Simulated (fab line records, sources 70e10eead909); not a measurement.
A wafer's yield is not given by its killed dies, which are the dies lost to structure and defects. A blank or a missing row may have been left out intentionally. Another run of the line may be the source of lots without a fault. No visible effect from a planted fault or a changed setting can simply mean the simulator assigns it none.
The tool behind it: which one? || flow nandHarc || 6 lots (18 wafers sampled), 1 step of a 1302-step route

## WHAT THE GAUGES READ, wafer by wafer
NHARC_P_STI_OVL_MEAS_10.
{"lot": "L604", "measured": "day 4 12:02", "on": "overlay-02", "overlayXNm (nm)": "-10 -9 -9"}
{"lot": "L607", "measured": "day 5 16:55", "on": "overlay-01", "overlayXNm (nm)": "6 5 5"}
{"lot": "L610", "measured": "day 7 00:27", "on": "overlay-02", "overlayXNm (nm)": "7 8 8"}
{"lot": "L613", "measured": "day 8 05:32", "on": "overlay-01", "overlayXNm (nm)": "8 8 7"}
{"lot": "L621", "measured": "day 11 14:20", "on": "overlay-02", "overlayXNm (nm)": "-6 -6 -6"}
{"lot": "L623", "measured": "day 12 12:36", "on": "overlay-02", "overlayXNm (nm)": "1 0 1"}

## WHICH TOOL RAN EACH LOT (tool, then ch and the chambers of the sampled wafers, then the start)
There is no process step in the record ahead of these readings.

## THE ANSWER, worked out from the rows above alone
Rule: usual is defined by the lots themselves. Put in order of their means at a reading, lots are off if they are a third of the lots or fewer, leave a main group of 4 or more, and stand apart from it by a gap of 3 or more times the standard deviation of the main group's means; of several such gaps the widest counts. Not used: any main group whose means are identical at the precision the tables above print for the reading. A lot without any number at a reading at which 4 lots or more have one is off too. The other lots that the step has rows for count as sound.
Nothing can be told from this: no lot is off at any reading shown.

## WHAT WAS PUT IN BY THE SIMULATOR
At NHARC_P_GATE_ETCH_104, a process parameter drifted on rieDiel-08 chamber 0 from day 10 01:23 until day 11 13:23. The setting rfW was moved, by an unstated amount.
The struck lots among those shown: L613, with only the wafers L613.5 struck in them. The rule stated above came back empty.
